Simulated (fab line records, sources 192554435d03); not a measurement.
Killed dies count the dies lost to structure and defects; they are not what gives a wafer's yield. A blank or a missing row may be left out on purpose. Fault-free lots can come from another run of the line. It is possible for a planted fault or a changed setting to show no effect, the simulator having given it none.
2 desks looking at one fault ; flow n5 finfet ; each desk holds nothing but its own numbers, with what lay behind them at the end

== AT THE METROLOGY DESK ==
Means of the sampled wafers that have a number, per lot and without regard to the tool the lot ran on: this is what the gauges read. The brackets show how far a lot's mean lies from the usual mean; more than 4 standard deviations puts the lot out of limits, marked OUT.
Columns: A = trench depth nm at N5_BEOL_M6_OCD_MEAS_38, usual 94.4 nm; B = M6_THK at N5_BEOL_M6_THK_MEAS_53, usual 81.5 nm; C = M6_RS at N5_BEOL_M6_RS_MEAS_57, usual 0.285 ohm/sq; D = M7_ILD_THK at N5_BEOL_M7_THK_MEAS_01, usual 155.5 nm
lot;first seen here;A;B;C;D
L311;day 8 16:19;93.9;79.3;0.295;155.1
L310;day 9 04:44;93.8;83.1;0.281;157.3
L315;day 10 16:49;94.0;82.2;0.279;155.6
L318;day 11 02:43;94.8;81.5;0.289;155.0
L316;day 11 14:08;95.1;82.2;0.283;160.5
L317;day 11 14:39;94.0;81.3;0.283;164.8 (+4.9) OUT
L319;day 12 00:38;95.1;84.3;0.277;163.9 (+4.4) OUT
L327;day 13 14:44;93.9;79.5;0.296;154.8
L328;day 13 17:47;94.1;82.3;0.280;153.8
L329;day 14 09:34;93.9;81.2;0.288;155.1
L332;day 15 02:03;94.8;83.2;0.282;154.4
L331;day 15 13:58;92.9;79.9;0.295;157.7
Per this desk, out of limits: L317, L319; the first was L317, day 11 18:47 (M7_ILD_THK at N5_BEOL_M7_THK_MEAS_01). L311, L310, L315, L318, L316, L327, L328, L329, L332, L331 stayed within limits.

== FOR THE TOOL OWNER'S DESK: pecvd-01 ==
The tool's own readings at N5_BEOL_M7_ILD_DEP_00 (deposits SiCOH lowk from DEMS/porogen, target thk 179.75 nm, time 33.4 s): means of the sampled wafers that have a number, for each lot that ran on this tool. The brackets show how far a lot's mean lies from the usual mean; more than 4 standard deviations puts the lot out of limits, marked OUT.
Columns: A = heater power w at N5_BEOL_M7_ILD_DEP_00, usual 298 W; B = showerhead plenum p Torr at N5_BEOL_M7_ILD_DEP_00, usual 5.736 Torr; C = throttle valve pct at N5_BEOL_M7_ILD_DEP_00, usual 14.2 %
lot;first seen here;A;B;C
L315;day 10 19:56;244;5.731;13.6
L318;day 11 09:25;249;5.728;13.5
L316;day 11 17:11;245;5.733;13.7
L317;day 11 18:12;294;5.726;13.2
L319;day 12 05:37;214;5.732;14.1
Finding of this desk: none of the 5 lots has anything out of limits.

== BROUGHT TOGETHER ==
Metrology desk: alarm possible at day 11 18:47 on L317, L319.
The desk of the tool owner found nothing out of limits.
The tool owner's desk has L317, L319 on record, within its limits.
All the named lots went through N5_BEOL_M7_ILD_DEP_00 on pecvd-01.

== WHAT HAD BEEN PUT IN BY THE SIMULATOR ==
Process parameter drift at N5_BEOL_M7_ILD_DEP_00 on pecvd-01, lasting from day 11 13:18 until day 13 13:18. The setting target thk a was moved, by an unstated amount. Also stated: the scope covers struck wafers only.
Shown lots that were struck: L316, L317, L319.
Delay in hours, fault start to first out-of-limits reading, per desk: metrology desk 5.
